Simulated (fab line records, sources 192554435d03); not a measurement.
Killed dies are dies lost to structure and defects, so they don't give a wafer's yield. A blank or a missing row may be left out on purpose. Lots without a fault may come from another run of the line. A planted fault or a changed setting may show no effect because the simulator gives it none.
fab line records | flow n5_finfet
record lots=10 wafers=28 last_day=17
route steps=1938 shown HKMG_FIN@447 BEOL_M4@1111 PASSIVATION@1936
lots that met no fault: from a run of the same line without faults
start_h: hours from the record's first day to the start of the lot's first wafer shown | wait_h: hours since the lot's step before | " the same as in the row above | L1.1+2: a row that stands for several wafers | - no value, or no start given | * or withheld: withheld | < > ~ a bound
route shown NAME@n: a module of which the file shows steps, and the number in the route of the first | usual: mean/standard deviation of fault-free wafers | same: alike in all rows | chamber/n: place in a boat | sites: the reading at each site | _std_site: their standard deviation | _edge_site: outer sites' mean less inner sites' | radius_mm: how far each site lies from the wafer's centre | mask NAME#n: copy n | behind: the tool/chamber that last shaped the wafer | hold: why the lot was held/for how many hours/how that ended | device: the transistor (n, p or np) that didn't switch | end of line: the same wafers' tests at the end of the route | a step without rows: its recipe alone | killed: dies lost to structure and defects at the first sort, not the wafer's yield | map: a wafer's dies, x killed, . not, _ none there
set.NAME: the setting as run; set.NAME@STEP: as run at that earlier step | model.NAME: the simulator's own value behind a step, which no gauge read
steps of the route over a sample of lots; a table a step, a row a wafer
services: from which hour (start_h, from the record's first day; less than 0 if before it) a tool's chamber was out of use, for how many hours, and why
## steps
# step N5_HKMG_FIN_STRIP_88
# recipe chemistry=N2/H2 power_w=2500 temp_c=300 h2_frac=0.65 time_s=360 pressure_mtorr=withheld n2_flow_sccm=1750 h2_flow_sccm=3250
# usual drypump_motor_current_A=5.8/0.62 heater_power_w=478/35
# columns lot.wafer tool chamber start_h wait_h drypump_motor_current_A heater_power_w rf_hours_counter_h
L403.2 plasma_asher-02 0 75.25 0.0 5.7 452 34
L403.3 " 1 " " 4.9 546 -
L403.4 " 0 " " 5.8 447 -
L405.1 plasma_asher-02 0 87.19 0.0 5.7 460 36
L405.2 " 1 " " 4.9 535 36
L405.5 " 0 " " 5.7 468 -
L407.4 plasma_asher-01 0 100.79 0.1 6.1 449 -
L407.5 " 1 " " 6.6 461 -
L407.6 " 0 " " 6.1 452 -
L408.2 plasma_asher-01 0 106.77 0.0 6.1 448 97
L408.3 " 1 " " 6.6 459 -
L408.6 " 0 " " 6.1 460 -
L409.1 plasma_asher-01 1 113.34 0.0 6.6 482 99
L409.3 " 0 " " 6.1 459 -
L409.4 " 1 " " 6.6 464 -
L410.1 plasma_asher-02 0 120.25 0.0 5.7 453 40
L410.2 " 1 " " 4.9 523 40
L410.6 " 1 " " 4.9 538 -
L413.1 plasma_asher-02 0 136.73 0.0 5.7 448 44
L413.5 " 0 " " 5.7 463 -
L413.6 " 1 " " 4.9 542 -
L415.2 plasma_asher-02 0 149.79 0.0 5.7 447 49
L415.3 " 0 " " 5.7 450 -
L415.6 " 1 " " 4.9 554 -
L421.2 plasma_asher-02 1 183.79 0.0 4.9 531 59
L421.4 " 0 " " 5.7 459 -
L422.5 plasma_asher-01 0 192.18 0.3 6.1 452 -
L422.6 " 1 " " 6.6 461 -
# step N5_HKMG_FIN_ETCH_67
# recipe chemistry=N2/H2 target=SOC target_depth_a=3889 stop_on=TiN ion_energy_ev=100 bias_w=61 pressure_mtorr=30 source_w=850 n2_flow_sccm=200 h2_flow_sccm=200
# usual drypump_motor_current_A=5.6/0.44 oes_product_au=0.79/0.08 rf_vpp_V=240.9/1.2 showerhead_plenum_p_Torr=2.56/0.082 throttle_valve_pct=17.8/0.31
# columns lot.wafer tool chamber start_h wait_h drypump_motor_current_A oes_product_au rf_hours_counter_h rf_vpp_V showerhead_plenum_p_Torr throttle_valve_pct
L403.2 rie_diel-06 3 76.07 - 6.5 0.73 172 240.3 2.64 18.0
L403.3 " 1 " " 5.3 0.78 99 240.2 2.47 18.1
L403.4 " 2 " " 5.0 0.85 55 241.7 2.48 17.9
L405.1 rie_diel-06 0 88.01 - 5.4 0.74 162 239.4 2.54 17.6
L405.2 " 2 " " 5.0 0.84 59 240.6 2.48 17.9
L405.5 " 2 " " 5.0 0.84 - 240.1 2.48 18.0
L407.4 rie_diel-04 3 101.49 - 5.5 0.95 7 240.5 2.60 17.2
L407.5 " 2 " " 5.7 0.90 - 242.5 2.60 17.3
L407.6 " 3 " " 5.5 0.95 - 241.0 2.60 17.2
L408.2 rie_diel-06 2 107.60 - 5.0 0.83 65 239.8 2.47 18.0
L408.3 " 1 " " 5.3 0.78 107 239.6 2.46 18.1
L408.6 " 2 " " 5.0 0.84 - 239.9 2.48 18.0
L409.1 rie_diel-06 1 114.17 - 5.3 0.77 110 238.3 2.46 18.1
L409.3 " 2 " " 5.0 0.82 68 241.2 2.47 18.0
L409.4 " 3 " " 6.5 0.72 185 241.3 2.64 18.1
L410.1 rie_diel-03 1 121.10 - 5.6 0.70 215 240.9 2.51 17.8
L410.2 " 3 " " 5.7 0.68 240 241.9 2.62 18.5
L410.6 " 1 " " 5.6 0.69 - 239.2 2.51 17.8
L413.1 rie_diel-06 2 137.79 - 5.0 0.82 77 240.4 2.47 18.0
L413.5 " 2 " " 5.0 0.82 - 240.9 2.47 18.0
L413.6 " 3 " " 6.5 0.72 - 242.4 2.63 18.1
L415.2 rie_diel-06 1 150.64 - 5.4 0.76 123 239.6 2.46 18.1
L415.3 " 3 " " 6.5 0.71 198 240.7 2.63 18.1
L415.6 " 1 " " 5.3 0.77 - 240.6 2.46 18.1
L421.2 rie_diel-06 3 184.62 - 6.5 0.71 210 242.9 2.62 18.1
L421.4 " 0 " " 5.5 0.72 195 242.0 2.53 17.6
L422.5 rie_diel-06 1 192.79 - 5.3 0.75 - 239.2 2.45 18.1
L422.6 " 0 " " 5.5 0.71 - 239.8 2.53 17.6
# step N5_HKMG_FIN_ALD_21
# recipe material=TiN target_thk_a=15 temp_c=400 ald_precursor_family=TiCl4 ald_co_reactant=NH3 pulse_time_s=1 purge_time_s=3 co_reactant_purge_time_s=2 co_reactant_pulse_time_s=2 ald_cycles=68 pressure_torr=3
# usual ald_cycles=68/0 heater_power_w=837/130 precursor_pulse_height_rel=1.002/0.018
# same co_reactant_pulse_time_s=2
# columns lot.wafer tool chamber start_h wait_h ald_cycles heater_power_w precursor_pulse_height_rel
L403.2 ald_metal-03 0 76.81 0.3 68 825 0.978
L403.3 " 1 " " 68 857 0.998
L403.4 " 1 " " 68 863 0.967
L405.1 ald_metal-01 2 88.76 0.3 68 808 0.987
L405.2 " 1 " " 68 678 1.009
L405.5 " 3 " " 68 971 0.975
L407.4 ald_metal-03 3 102.23 0.1 68 792 1.015
L407.5 " 3 " " 68 777 1.013
L407.6 " 0 " " 68 820 1.006
L408.2 ald_metal-01 3 108.34 0.3 68 971 0.975
L408.3 " 0 " " 68 657 1.014
L408.6 " 2 " " 68 815 1.000
L409.1 ald_metal-01 0 114.91 0.3 68 665 0.994
L409.3 " 1 " " 68 672 1.004
L409.4 " 3 " " 68 993 0.992
L410.1 ald_metal-04 1 121.92 0.3 68 901 1.019
L410.2 " 0 " " 68 995 1.011
L410.6 " 1 " " 68 906 0.979
L413.1 ald_metal-03 1 138.74 0.3 68 849 0.973
L413.5 " 3 " " 68 778 1.028
L413.6 " 0 " " 68 809 1.036
L415.2 ald_metal-03 1 151.39 0.3 68 869 0.999
L415.3 " 2 " " 68 1072 0.992
L415.6 " 1 " " 68 885 1.015
L421.2 ald_metal-01 0 185.48 0.3 68 643 0.999
L421.4 " 3 " " 76 969 1.006
L422.5 ald_metal-01 2 193.69 0.2 68 822 1.001
L422.6 " 1 " " 76 678 0.994
# step N5_HKMG_FIN_INSPECT_28
# recipe inspect_instrument=darkfield mode=post_cmp
# usual raw_defect_count=40/17
# columns lot.wafer tool chamber start_h wait_h raw_defect_count
L403.2 defect_inspect-01 - 78.06 0.0 61
L403.3 " - " " 41
L403.4 " - " " 46
L405.1 defect_inspect-01 - 90.00 0.0 26
L405.2 " - " " 61
L405.5 " - " " 96
L407.4 defect_inspect-01 - 103.48 0.0 31
L407.5 " - " " 29
L407.6 " - " " 39
L408.2 defect_inspect-02 - 109.59 0.0 39
L408.3 " - " " 39
L408.6 " - " " 47
L409.1 defect_inspect-02 - 116.15 0.0 46
L409.3 " - " " 48
L409.4 " - " " 39
L410.1 defect_inspect-01 - 123.16 0.0 44
L410.2 " - " " 107
L410.6 " - " " 63
L413.1 defect_inspect-01 - 139.98 0.0 33
L413.5 " - " " 21
L413.6 " - " " 31
L415.2 defect_inspect-02 - 152.63 0.0 57
L415.3 " - " " 32
L415.6 " - " " 35
L421.2 defect_inspect-01 - 186.73 0.0 49
L421.4 " - " " 21
L422.5 defect_inspect-01 - 194.77 0.0 49
L422.6 " - " " 38
# step N5_BEOL_M4_RC_MEAS_101
# usual DIBL_N=36.4/1.4 DIBL_P=36.3/1.8 IOFF_N=0.163/0.024 IOFF_P=0.21/0.034 ION_N=673/11 ION_P=461/7.4 SS_N=71.6/0.52 SS_P=73.3/0.58 VT_N=249.4/2.5 VT_P=-250/3.5
# columns lot.wafer tool chamber start_h wait_h DIBL_N[mV/V] DIBL_P[mV/V] IOFF_N[nA/um] IOFF_P[nA/um] ION_N[uA/um] ION_P[uA/um] SS_N[mV/dec] SS_P[mV/dec] VT_N[mV] VT_P[mV]
L403.2 prober-02 0 168.13 0.2 36.6 36.5 0.169 0.20 686 462 70.9 72.7 248.1 -253
L403.3 " 0 " " 35.5 34.1 0.153 0.18 669 451 70.7 72.3 248.6 -252
L403.4 " 0 " " 36.9 37.0 0.187 0.21 699 465 71.5 73.4 246.2 -252
L405.1 prober-01 0 175.17 0.0 37.2 38.0 0.170 0.25 663 456 71.9 73.8 245.9 -246
L405.2 " 0 " " 37.2 37.4 0.169 0.24 668 462 71.2 73.4 249.0 -248
L405.5 " 0 " " 37.5 38.2 0.181 0.24 666 459 71.9 73.8 246.9 -248
L407.4 prober-02 0 192.36 0.5 34.6 33.8 0.118 0.20 651 458 70.6 72.5 254.1 -248
L407.5 " 0 " " 36.9 36.4 0.154 0.25 661 462 72.2 72.9 247.8 -247
L407.6 " 0 " " 37.7 38.1 0.176 0.27 682 477 72.1 74.1 249.6 -243
L409.1 prober-01 0 199.09 0.0 37.5 36.9 0.177 0.25 684 470 72.3 73.5 250.3 -245
L409.3 " 0 " " 35.5 34.4 0.136 0.20 668 464 71.2 72.7 249.4 -249
L409.4 " 0 " " 38.3 37.3 0.186 0.27 677 467 71.6 73.2 249.5 -244
L408.2 prober-01 0 201.78 0.2 37.5 38.4 0.198 0.24 678 458 72.5 74.3 247.3 -249
L408.3 " 0 " " 39.0 39.6 0.209 0.26 679 460 72.6 74.2 246.0 -252
L408.6 " 0 " " 37.6 38.6 0.190 0.24 682 469 71.7 73.8 248.4 -249
L410.1 prober-01 0 209.37 0.0 34.1 35.5 0.139 0.18 652 448 71.5 73.3 253.9 -253
L410.2 " 0 " " 35.7 37.6 0.168 0.22 668 455 71.9 73.5 249.8 -252
L410.6 " 0 " " 34.1 35.9 0.138 0.19 656 455 71.8 73.8 253.2 -254
L413.1 prober-02 0 218.60 0.0 37.4 37.7 0.189 0.24 675 464 71.9 73.2 245.7 -250
L413.5 " 0 " " 37.1 37.6 0.195 0.24 708 472 71.1 73.7 246.1 -247
L413.6 " 0 " " 35.2 35.3 0.146 0.20 686 470 71.2 73.1 252.9 -251
L415.2 prober-01 0 239.74 0.2 35.9 36.1 0.165 0.21 677 465 71.0 73.2 247.3 -251
L415.3 " 0 " " 38.3 39.3 0.228 0.28 700 470 71.9 74.8 245.2 -246
L415.6 " 0 " " 35.1 35.2 0.151 0.20 670 458 71.2 73.3 249.2 -251
L421.2 prober-01 0 262.40 0.2 35.3 34.4 0.139 0.17 671 454 71.2 72.4 253.0 -258
L421.4 " 0 " " 36.8 36.5 0.158 0.19 669 453 71.3 73.4 252.7 -253
L422.5 prober-02 0 283.81 0.6 36.8 36.7 0.150 0.20 665 459 71.8 73.5 252.3 -251
L422.6 " 0 " " 36.7 37.1 0.156 0.21 679 463 71.8 73.9 251.0 -253
# step N5_PASSIVATION_PROBE_49
# usual defect_limited_yield=91.4/1.6 killed_at_M0_to_M3=34/12 killed_at_M4_up=13/5.2 killed_at_contacts=11/5.5 killed_at_front_end=40/13 killed_at_other=3.4/2.7 killed_dies=102/19 killed_open=66/15 killed_short=33/7.9 sort_bin_5_function=5.1/1.1 sort_bin_6_memory=3.2/0.7 sort_n_pass=1078/19 sort_yield_pct=91.4/1.6
# same gross_dies=1180 killed_at_back_side=0 sort_bin_4_leakage[%]=0 sort_bin_8_speed[%]=0
# columns lot.wafer tool chamber start_h wait_h defect_limited_yield[%] killed_at_M0_to_M3 killed_at_M4_up killed_at_contacts killed_at_front_end killed_at_other killed_dies killed_open killed_short sort_bin_5_function[%] sort_bin_6_memory[%] sort_n_pass sort_yield_pct[%]
L409.1 prober-01 - 310.78 0.0 89.1 46 14 17 48 4 129 88 40 6.5 4.0 1051 89.1
L409.3 prober-01 - 310.88 0.1 91.6 36 16 12 33 2 99 66 32 4.2 3.7 1081 91.6
L409.4 prober-01 - 310.93 0.2 88.7 46 19 7 61 0 133 84 49 6.8 3.9 1047 88.7
L410.1 prober-01 - 319.94 0.0 90.3 53 21 10 28 3 115 71 40 5.0 4.5 1065 90.3
L410.2 prober-01 - 319.99 0.1 90.6 43 17 9 40 2 111 75 36 5.5 3.6 1069 90.6
L410.6 prober-01 - 320.19 0.3 91.5 40 9 10 40 1 100 62 35 5.4 2.8 1080 91.5
L415.2 prober-01 - 357.12 0.1 90.5 16 16 7 64 9 112 78 32 5.3 3.8 1068 90.5
L415.3 prober-01 - 357.17 0.1 89.7 33 15 5 66 3 122 84 37 5.7 4.5 1058 89.7
L415.6 prober-01 - 357.32 0.3 91.1 14 16 2 69 4 105 71 32 5.4 3.2 1075 91.1
L421.2 prober-02 - 382.13 0.1 91.9 25 16 18 34 3 96 63 33 5.2 2.5 1084 91.9
L421.4 prober-02 - 382.23 0.2 93.1 15 14 20 33 0 82 52 30 4.0 2.5 1098 93.1
L422.5 prober-02 - 398.47 0.2 89.2 38 23 16 50 0 127 84 40 6.0 4.3 1053 89.2
L422.6 prober-02 - 398.52 0.3 87.1 43 17 12 79 1 152 109 36 8.1 4.4 1028 87.1
# killed by level:class
L409.1 MOL_CONTACT_COAG:geometric_particle:open=16 FIN_SAQP:geometric_particle:open=15 BEOL_M0_SAQP:geometric_particle:short=11 STI_FIN_REVEAL:geometric_particle:open=9 BEOL_M0_SAQP:geometric_particle:open=9 BEOL_M4:geometric_particle:open=9 BEOL_M3:geometric_particle:open=8 FIN_SAQP:geometric_particle:short=7
L409.3 MOL_CONTACT_COAG:geometric_particle:open=9 BEOL_M0_SAQP:geometric_particle:short=9 BEOL_M0_SAQP:geometric_particle:open=7 BEOL_M4:geometric_particle:open=7 FIN_SAQP:geometric_particle:short=6 BEOL_M2:geometric_particle:open=6 FIN_SAQP:geometric_particle:open=5 STI_FIN_REVEAL:geometric_particle:open=5
L409.4 STI_FIN_REVEAL:geometric_particle:open=21 BEOL_M2:geometric_particle:open=13 BEOL_M0_SAQP:geometric_particle:open=10 BEOL_M4:geometric_particle:open=10 FIN_SAQP:geometric_particle:short=8 BEOL_M0_SAQP:geometric_particle:short=7 FIN_SAQP:geometric_particle:open=6 BEOL_M0:geometric_particle:short=6
L410.1 BEOL_M0_SAQP:geometric_particle:open=20 BEOL_M0_SAQP:geometric_particle:short=15 GATE_CUT:geometric_particle:short=8 MOL_CONTACT_COAG:geometric_particle:open=7 BEOL_M1:geometric_particle:open=6 BEOL_M2:geometric_particle:open=6 BEOL_M4:geometric_particle:open=5 GATE_CUT:geometric_particle:open=4
L410.2 STI_FIN_REVEAL:geometric_particle:open=11 GATE_CUT:geometric_particle:short=10 MOL_CONTACT_COAG:geometric_particle:open=9 BEOL_M1:geometric_particle:open=9 BEOL_M0_SAQP:geometric_particle:open=8 BEOL_M2:geometric_particle:open=7 BEOL_M0_SAQP:geometric_particle:short=6 BEOL_M4:geometric_particle:open=5
L410.6 BEOL_M1:geometric_particle:open=11 STI_FIN_REVEAL:geometric_particle:open=10 BEOL_M0_SAQP:geometric_particle:short=10 MOL_CONTACT_COAG:geometric_particle:open=9 BEOL_M0_SAQP:geometric_particle:open=8 DUMMY_GATE:geometric_particle:open=7 GATE_CUT:geometric_particle:short=5 FIN_SAQP:geometric_particle:open=4
L415.2 STI_FIN_REVEAL:geometric_particle:open=13 FIN_SAQP:geometric_particle:open=8 FIN_SAQP:geometric_particle:short=7 BEOL_M1:geometric_particle:open=7 STI_FIN_REVEAL:geometric_particle:short=6 DUMMY_GATE:geometric_particle:open=6 MOL_CONTACT_COAG:geometric_particle:open=6 SPACER0:geometric_particle:open=4
L415.3 FIN_SAQP:geometric_particle:open=19 FIN_SAQP:geometric_particle:short=13 STI_FIN_REVEAL:geometric_particle:open=13 BEOL_M0_SAQP:geometric_particle:short=7 BEOL_M0_SAQP:geometric_particle:open=6 BEOL_M0:geometric_particle:open=6 BEOL_M4:geometric_particle:open=5 STARTING-WAFER:geometric_particle:open=5
L415.6 STI_FIN_REVEAL:geometric_particle:open=26 FIN_SAQP:geometric_particle:open=12 FIN_SAQP:geometric_particle:short=6 STI_FIN_REVEAL:geometric_particle:short=4 SPACER0:geometric_particle:short=4 BEOL_M4:geometric_particle:open=4 STARTING-WAFER:geometric_particle:open=4 BEOL_M1:geometric_particle:short=3
L421.2 MOL_CONTACT_COAG:geometric_particle:open=13 FIN_SAQP:geometric_particle:open=7 FIN_SAQP:geometric_particle:short=7 BEOL_M0_SAQP:geometric_particle:open=7 BEOL_M0_SAQP:geometric_particle:short=6 STI_FIN_REVEAL:geometric_particle:open=5 GATE_CUT:geometric_particle:short=5 MOL_CONTACT_COAG:geometric_particle:short=5
L421.4 MOL_CONTACT_COAG:geometric_particle:open=15 FIN_SAQP:geometric_particle:open=9 FIN_SAQP:geometric_particle:short=8 STI_FIN_REVEAL:geometric_particle:open=6 MOL_CONTACT_COAG:geometric_particle:short=5 BEOL_M0_SAQP:geometric_particle:short=5 BEOL_M0_SAQP:geometric_particle:open=5 STARTING-WAFER:geometric_particle:short=4
L422.5 FIN_SAQP:geometric_particle:open=13 BEOL_M3:geometric_particle:open=11 MOL_CONTACT_COAG:geometric_particle:open=10 BEOL_M4:geometric_particle:open=9 BEOL_M0_SAQP:geometric_particle:open=8 BEOL_M0_SAQP:geometric_particle:short=7 FIN_SAQP:geometric_particle:short=6 GATE_CUT:geometric_particle:short=6
L422.6 STI_FIN_REVEAL:geometric_particle:open=39 BEOL_M0_SAQP:geometric_particle:open=14 MOL_CONTACT_COAG:geometric_particle:open=8 BEOL_M0_SAQP:geometric_particle:short=8 BEOL_M2:geometric_particle:open=8 BEOL_M4:geometric_particle:open=8 FIN_SAQP:geometric_particle:open=7 STI_FIN_REVEAL:geometric_particle:short=6
## services
# columns tool chamber start_h hours kind
rie_diel-06 1 51.39 1.4 repair
plasma_asher-01 - 59.79 2.6 repair
ald_metal-03 3 65.19 24.9 repair
rie_diel-04 3 66.26 - clean
rie_diel-04 3 66.26 - consumable_replace:focus_ring
rie_diel-04 3 66.26 13.0 scheduled_down
rie_diel-04 3 66.26 13.0 vent_cycle
rie_diel-03 2 69.94 - clean
rie_diel-03 2 69.94 - consumable_replace:focus_ring
rie_diel-03 2 69.94 - consumable_replace:showerhead
rie_diel-03 2 69.94 13.2 scheduled_down
rie_diel-03 2 69.94 13.2 vent_cycle
ald_metal-04 - 95.82 0.9 repair
plasma_asher-02 - 106.61 13.5 repair
rie_diel-03 0 111.09 14.0 repair
ald_metal-04 - 125.40 1.4 repair
plasma_asher-01 - 135.25 28.1 pm
rie_diel-03 3 148.21 - clean
rie_diel-03 3 148.21 - consumable_replace:focus_ring
rie_diel-03 3 148.21 29.4 scheduled_down
rie_diel-03 3 148.21 29.4 vent_cycle
ald_metal-04 - 164.62 28.1 pm
ald_metal-01 - 181.28 2.8 pm
plasma_asher-02 - 184.37 34.4 repair
## key
first_sign step=N5_HKMG_FIN_ALD_21 reading=ald_cycles direction=up sigmas=99+ usual=* struck=*
effect none on later readings
met_at N5_HKMG_FIN_ALD_21
struck_lots L421,L422
struck_wafers L421.4,L422.6
not_acting_at N5_HKMG_FIN_STRIP_88,N5_HKMG_FIN_ETCH_67,N5_HKMG_FIN_INSPECT_28
onset_between 114.91 185.48
fault kind=process_parameter_drift tool=ald_metal-01 chamber=- onset_h=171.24 steps=N5_HKMG_FIN_ALD_21 channel=ald_cycles offset=* shape=step end_h=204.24 scope=struck_wafers_only acts_in=* stated=*
